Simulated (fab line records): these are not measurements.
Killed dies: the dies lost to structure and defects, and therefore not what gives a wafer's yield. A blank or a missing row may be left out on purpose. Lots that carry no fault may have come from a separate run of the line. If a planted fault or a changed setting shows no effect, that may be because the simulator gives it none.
Code-filled problem report in 8D (eight disciplines) form    flow nand-harc    the parts of the form that need people (team, actions taken, sign-off) are left out

1. PROBLEM STATEMENT
Wafers without a fault read 28, standard deviation 11; killed-at-array at NHARC_END_SORT_01 reads a mean of 627 on 3 wafers belonging to 2 lots. Relative to the usual mean, that is a shift of +54 standard deviations.
First observed at day 24 05:40: wafer L690.2, on prober-02. The record has a number at this step for 6 wafers belonging to 2 lots. By rule, "out" or "out of limits" means more than 4 standard deviations away from the usual mean. Any other wafer with a number is counted as sound.

2. WHAT IT IS; WHAT IT IS NOT
question                     is                            is not
which readings at this step  killed-at-array, killed-dies  killed-at-other, killed-at-periphery, killed-open
which lots                   L687, L690                    -
which wafers of those lots   L687.5, L690.2, L690.5        L687.4, L687.6, L690.6
read on which gauges         prober-01, prober-02          -
when                         from day 24 05:40             up to then (0 sound wafers); but 3 sound wafers of L687, L690 came after

3. WHAT RULES OUT EACH SUSPECT
Counting: if a tool at a process step up to the reading ran every lot that is out, it stays a suspect. Sound lots after the first of them don't rule it out here, since some wafers of a struck lot are sound.
- the gauge at NHARC_END_SORT_01 is ruled out. Those wafers that are out were read across 2 gauges (prober-01, prober-02).
- rie-diel-09 at NHARC_A_STAIRCASE_ETCH_13 (etches the open film in C4F8/O2, target depth 100 nm, time 40.5 s): kept. It ran every lot that is out, first L690 (day 13 21:14). Its own oes-product-au readings are out on those wafers.
- rie-diel-09 at NHARC_A_STAIRCASE_ETCH_15 (etches the open film in C4F8/O2, target depth 100 nm, time 40.5 s): kept. It ran every lot that is out, first L690 (day 24 05:40). Because NHARC_A_STAIRCASE_ETCH_15 lacks a start for some lots, the hours and order of its lots are taken from NHARC_END_SORT_01.
- rie-diel-09 at NHARC_A_STAIRCASE_ETCH_17 (etches the open film in C4F8/O2, target depth 100 nm, time 40.5 s): kept. It ran every lot that is out, first L690 (day 24 05:40). Because NHARC_A_STAIRCASE_ETCH_17 lacks a start for some lots, the hours and order of its lots are taken from NHARC_END_SORT_01.
- rie-diel-09 at NHARC_A_STAIRCASE_ETCH_19 (etches the open film in C4F8/O2, target depth 100 nm, time 40.5 s): kept. It ran every lot that is out, first L690 (day 24 05:40). Because NHARC_A_STAIRCASE_ETCH_19 lacks a start for some lots, the hours and order of its lots are taken from NHARC_END_SORT_01.
- In rie-diel-09 at NHARC_A_STAIRCASE_ETCH_13, the wafers that are out were processed in chamber 1 and their sound lot-mates in chambers 0, 3.
- Within rie-diel-09 at NHARC_A_STAIRCASE_ETCH_17: the wafers that are out ran in chambers 1, 3; their sound lot-mates ran in chambers 0, 2.
Left after counting: rie-diel-09 at NHARC_A_STAIRCASE_ETCH_13, rie-diel-09 at NHARC_A_STAIRCASE_ETCH_15, rie-diel-09 at NHARC_A_STAIRCASE_ETCH_17, rie-diel-09 at NHARC_A_STAIRCASE_ETCH_19.

4. THE CAUSE (what the simulator had put in)
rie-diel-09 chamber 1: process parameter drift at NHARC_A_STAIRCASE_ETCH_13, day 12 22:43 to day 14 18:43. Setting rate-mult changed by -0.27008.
Counting leaves 4 suspects; this tool is one of them.

5. THE CHAIN OF EFFECTS, in route order
Rows list readings where the struck wafers' mean (over those with a number) sits beyond 3 standard deviations from the usual. Only readings for which the record gives a usual standard deviation are gone through. hours: the time from each lot's start at the first step in this table that gives one to its start at this step, as a median over the lots. sigmas: the change in usual standard deviations.
hours  step                       reading          usual       on struck wafers  change  sigmas
0      NHARC_A_STAIRCASE_ETCH_13  oes-product-au   0.937 a.u.  0.787             -0.150  -12
256    NHARC_END_SORT_01          killed-at-array  28          627               +599    +54
256    NHARC_END_SORT_01          killed-dies      31          628               +597    +54
Process steps it contains:
- NHARC_A_STAIRCASE_ETCH_13: etches the open film in C4F8/O2, target depth 100 nm, time 40.5 s.

6. HOW IT WOULD HAVE BEEN CAUGHT EARLIER
In this record the first reading out of limits at a measuring or inspecting step was taken at day 24 05:40, 271 hours after the fault began at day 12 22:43.
At NHARC_A_STAIRCASE_ETCH_13, the tool's own readings (oes-product-au) were out on each struck wafer the step has a row for, so an alarm limit on them would have fired on the first such wafer.
By day 24 05:40, every lot that is out (2) had started NHARC_A_STAIRCASE_ETCH_13 on rie-diel-09. Holding the tool at that point would not have protected any of them.
